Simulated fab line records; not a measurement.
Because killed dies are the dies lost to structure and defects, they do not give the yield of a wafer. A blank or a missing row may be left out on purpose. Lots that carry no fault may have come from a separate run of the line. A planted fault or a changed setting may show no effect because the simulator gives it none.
Matching of chambers / flow n5-finfet / 3 sister chambers for N5_BEOL_M1_PECVD_72 on pecvd-04
The step deposits SiO2 from TEOS/O2, target thk 16 nm, time 18 s. 16 wafers are shown with their chamber, then 8 later ones without.

## WAFERS PAIRED WITH THEIR CHAMBERS
wafer=L077.1; chamber=2; showerhead-vpp-V (V)=1225; showerhead-plenum-p-Torr (Torr)=8.72; throttle-valve-pct (%)=21.7
wafer=L077.4; chamber=2; showerhead-vpp-V (V)=1251; showerhead-plenum-p-Torr (Torr)=8.71; throttle-valve-pct (%)=21.7
wafer=L077.6; chamber=1; showerhead-vpp-V (V)=1428; showerhead-plenum-p-Torr (Torr)=8.71; throttle-valve-pct (%)=22.4
wafer=L079.1; chamber=1; showerhead-vpp-V (V)=1440; showerhead-plenum-p-Torr (Torr)=8.71; throttle-valve-pct (%)=22.3
wafer=L079.2; chamber=0; showerhead-vpp-V (V)=1328; showerhead-plenum-p-Torr (Torr)=8.77; throttle-valve-pct (%)=21.8
wafer=L079.3; chamber=2; showerhead-vpp-V (V)=1240; showerhead-plenum-p-Torr (Torr)=8.73; throttle-valve-pct (%)=21.9
wafer=L080.3; chamber=0; showerhead-vpp-V (V)=1314; showerhead-plenum-p-Torr (Torr)=8.79; throttle-valve-pct (%)=21.8
wafer=L080.4; chamber=0; showerhead-vpp-V (V)=1329; showerhead-plenum-p-Torr (Torr)=8.78; throttle-valve-pct (%)=21.9
wafer=L080.5; chamber=1; showerhead-vpp-V (V)=1425; showerhead-plenum-p-Torr (Torr)=8.70; throttle-valve-pct (%)=22.3
wafer=L082.1; chamber=2; showerhead-vpp-V (V)=1217; showerhead-plenum-p-Torr (Torr)=8.73; throttle-valve-pct (%)=21.7
wafer=L082.5; chamber=0; showerhead-vpp-V (V)=1343; showerhead-plenum-p-Torr (Torr)=8.80; throttle-valve-pct (%)=21.9
wafer=L082.6; chamber=1; showerhead-vpp-V (V)=1403; showerhead-plenum-p-Torr (Torr)=8.71; throttle-valve-pct (%)=22.2
wafer=L085.1; chamber=1; showerhead-vpp-V (V)=1395; showerhead-plenum-p-Torr (Torr)=8.70; throttle-valve-pct (%)=22.2
wafer=L085.3; chamber=0; showerhead-vpp-V (V)=1330; showerhead-plenum-p-Torr (Torr)=8.78; throttle-valve-pct (%)=21.9
wafer=L085.4; chamber=2; showerhead-vpp-V (V)=1239; showerhead-plenum-p-Torr (Torr)=8.72; throttle-valve-pct (%)=21.9
wafer=L090.1; chamber=0; showerhead-vpp-V (V)=1326; showerhead-plenum-p-Torr (Torr)=8.79; throttle-valve-pct (%)=22.2

SIGNATURES (averages over the wafers above)
reading=showerhead-vpp-V; chamber 0=1328.33; chamber 1=1418.20; chamber 2=1234.40; scatter within a chamber=14
reading=showerhead-plenum-p-Torr; chamber 0=8.7850; chamber 1=8.7060; chamber 2=8.7220; scatter within a chamber=0.00855
reading=throttle-valve-pct; chamber 0=21.917; chamber 1=22.280; chamber 2=21.780; scatter within a chamber=0.119
Rule: a wafer lies at a distance from a chamber equal to the root of the sum of squares, over the readings, of (its reading less the chamber's mean, divided by the reading's scatter). If the next closest chamber is less than 2 further off than the closest, the wafer can't be placed; otherwise it belongs to the closest. The scatter: the root of (the sum of the squares of (reading less its chamber's mean) over the shown wafers, divided by (wafers less chambers)).

## WAFERS WITHOUT THEIR CHAMBER
wafer=L090.2; showerhead-vpp-V (V)=1446; showerhead-plenum-p-Torr (Torr)=8.70; throttle-valve-pct (%)=22.0
wafer=L090.3; showerhead-vpp-V (V)=1235; showerhead-plenum-p-Torr (Torr)=8.72; throttle-valve-pct (%)=21.6
wafer=L094.1; showerhead-vpp-V (V)=1327; showerhead-plenum-p-Torr (Torr)=8.79; throttle-valve-pct (%)=21.7
wafer=L094.2; showerhead-vpp-V (V)=1236; showerhead-plenum-p-Torr (Torr)=8.73; throttle-valve-pct (%)=22.1
wafer=L094.5; showerhead-vpp-V (V)=1314; showerhead-plenum-p-Torr (Torr)=8.77; throttle-valve-pct (%)=21.7
wafer=L093.3; showerhead-vpp-V (V)=1326; showerhead-plenum-p-Torr (Torr)=8.82; throttle-valve-pct (%)=21.9
wafer=L093.4; showerhead-vpp-V (V)=1228; showerhead-plenum-p-Torr (Torr)=8.72; throttle-valve-pct (%)=22.1
wafer=L093.5; showerhead-vpp-V (V)=1331; showerhead-plenum-p-Torr (Torr)=8.81; throttle-valve-pct (%)=22.1

## THE CHAMBER EACH PASSED THROUGH
wafer=L090.2; from the rows above=1; in truth=1
wafer=L090.3; from the rows above=2; in truth=2
wafer=L094.1; from the rows above=0; in truth=0
wafer=L094.2; from the rows above=2; in truth=2
wafer=L094.5; from the rows above=0; in truth=0
wafer=L093.3; from the rows above=0; in truth=0
wafer=L093.4; from the rows above=2; in truth=2
wafer=L093.5; from the rows above=0; in truth=0
Correct placement for 8 of the 8. Not placeable from these rows: 0. Wrongly placed: 0.
